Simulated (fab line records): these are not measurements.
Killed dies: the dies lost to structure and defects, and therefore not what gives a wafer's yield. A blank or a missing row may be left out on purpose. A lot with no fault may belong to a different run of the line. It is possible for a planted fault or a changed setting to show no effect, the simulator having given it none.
2 desks looking at one fault || flow n5_finfet || each desk has only its own numbers; what lay behind them comes last

THE METROLOGY DESK
Means of the sampled wafers that have a number, per lot and without regard to the tool the lot ran on: this is what the gauges read. Any lot whose mean is over 4 standard deviations away from the usual mean is out of limits and marked OUT; that distance is given in the brackets. Shown here are 7 of its 12 readings, the ones lying furthest out on some lot.
Columns: A = DIBL_N at N5_BEOL_M4_RC_MEAS_101, usual 36.3 mV/V; B = IOFF_P at N5_BEOL_M4_RC_MEAS_101, usual 0.22 nA/um; C = ION_N at N5_BEOL_M4_RC_MEAS_101, usual 675 uA/um; D = ION_P at N5_BEOL_M4_RC_MEAS_101, usual 465 uA/um; E = SS_P at N5_BEOL_M4_RC_MEAS_101, usual 73.3 mV/dec; F = VT_N at N5_BEOL_M4_RC_MEAS_101, usual 249.8 mV; G = VT_P at N5_BEOL_M4_RC_MEAS_101, usual -249 mV
{"lot": "L431", "first seen here": "day 7 05:11", "A": 35.0, "B": 0.17, "C": 665, "D": 454, "E": 72.1, "F": 252.3, "G": -254}
{"lot": "L430", "first seen here": "day 7 05:22", "A": 37.1, "B": 0.24, "C": 683, "D": 470, "E": 73.9, "F": 248.7, "G": -248}
{"lot": "L432", "first seen here": "day 7 21:28", "A": 36.9, "B": 0.21, "C": 680, "D": 467, "E": 73.3, "F": 250.7, "G": -250}
{"lot": "L438", "first seen here": "day 8 18:08", "A": 34.7, "B": 0.24, "C": 683, "D": 471, "E": 72.6, "F": 246.9, "G": -247}
{"lot": "L442", "first seen here": "day 9 20:02", "A": 34.2, "B": 0.18, "C": 677, "D": 462, "E": 73.2, "F": 248.6, "G": -254}
{"lot": "L446", "first seen here": "day 10 22:09", "A": 35.1, "B": 0.24, "C": 676, "D": 468, "E": 73.6, "F": 251.9, "G": -248}
{"lot": "L447", "first seen here": "day 11 14:21", "A": 35.5, "B": 0.16, "C": 660, "D": 446, "E": 73.8, "F": 255.4, "G": -257}
{"lot": "L448", "first seen here": "day 11 14:58", "A": 35.0, "B": 0.18, "C": 657, "D": 459, "E": 73.0, "F": 254.5, "G": -251}
{"lot": "L451", "first seen here": "day 12 01:20", "A": 36.5, "B": 0.26, "C": 672, "D": 469, "E": 73.7, "F": 247.6, "G": -246}
{"lot": "L452", "first seen here": "day 12 08:13", "A": 37.5, "B": 0.28, "C": 679, "D": 473, "E": 73.6, "F": 249.3, "G": -244}
Finding of this desk: none of the 10 lots has anything out of limits.

AT THE TOOL OWNER'S DESK: rie_diel-06
The tool's own readings at N5_BEOL_M2_ETCH_63 (etches SiARC in CF4, target depth 15.6 nm, time 26 s): means of the sampled wafers that have a number, for each lot that ran on this tool. Any lot whose mean is over 4 standard deviations away from the usual mean is out of limits and marked OUT; that distance is given in the brackets.
Columns: A = drypump_motor_current_A at N5_BEOL_M2_ETCH_63, usual 5.8 A; B = etch_rf_on_time_s at N5_BEOL_M2_ETCH_63, usual 26.0 s; C = oes_product_au at N5_BEOL_M2_ETCH_63, usual 0.67 a.u.; D = rf_vpp_V at N5_BEOL_M2_ETCH_63, usual 184.1 V; E = showerhead_plenum_p_Torr at N5_BEOL_M2_ETCH_63, usual 2.15 Torr; F = throttle_valve_pct at N5_BEOL_M2_ETCH_63, usual 15.68 %
{"lot": "L432", "first seen here": "day 7 22:20", "A": 5.9, "B": 25.8, "C": 0.69, "D": 183.8, "E": 2.16, "F": 15.64}
{"lot": "L438", "first seen here": "day 8 19:59", "A": 6.1, "B": 25.5, "C": 0.69, "D": 183.7, "E": 2.10, "F": 15.92}
{"lot": "L446", "first seen here": "day 10 23:47", "A": 5.8, "B": "18.7 (-18) OUT", "C": 0.80, "D": 182.8, "E": 2.10, "F": 15.79}
{"lot": "L447", "first seen here": "day 11 17:08", "A": 5.8, "B": "18.4 (-19) OUT", "C": 0.80, "D": 183.1, "E": 2.10, "F": 15.80}
{"lot": "L448", "first seen here": "day 11 17:22", "A": 5.7, "B": "21.0 (-13) OUT", "C": 0.77, "D": 184.0, "E": 2.12, "F": 15.70}
This desk finds L446, L447, L448 out of limits, L446 being first, at day 10 23:47 (etch_rf_on_time_s at N5_BEOL_M2_ETCH_63). L432, L438 stayed within limits.

BROUGHT TOGETHER
At day 10 23:47, on L446, L447, L448, the tool owner's desk was in a position to raise an alarm.
Nothing out of limits was seen by the metrology desk.
The metrology desk has L446, L447, L448 on record, within its limits.
The lots listed all ran N5_BEOL_M2_ETCH_63 on rie_diel-06.

WHAT THE SIMULATOR HAD INSERTED
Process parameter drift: rie_diel-06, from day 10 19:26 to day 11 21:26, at N5_BEOL_M2_ETCH_63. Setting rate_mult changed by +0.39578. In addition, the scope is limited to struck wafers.
Shown lots that were struck: L446, L447, L448.
How many hours passed from the start of the fault until each desk's first out-of-limits reading: the tool owner's desk, 4.
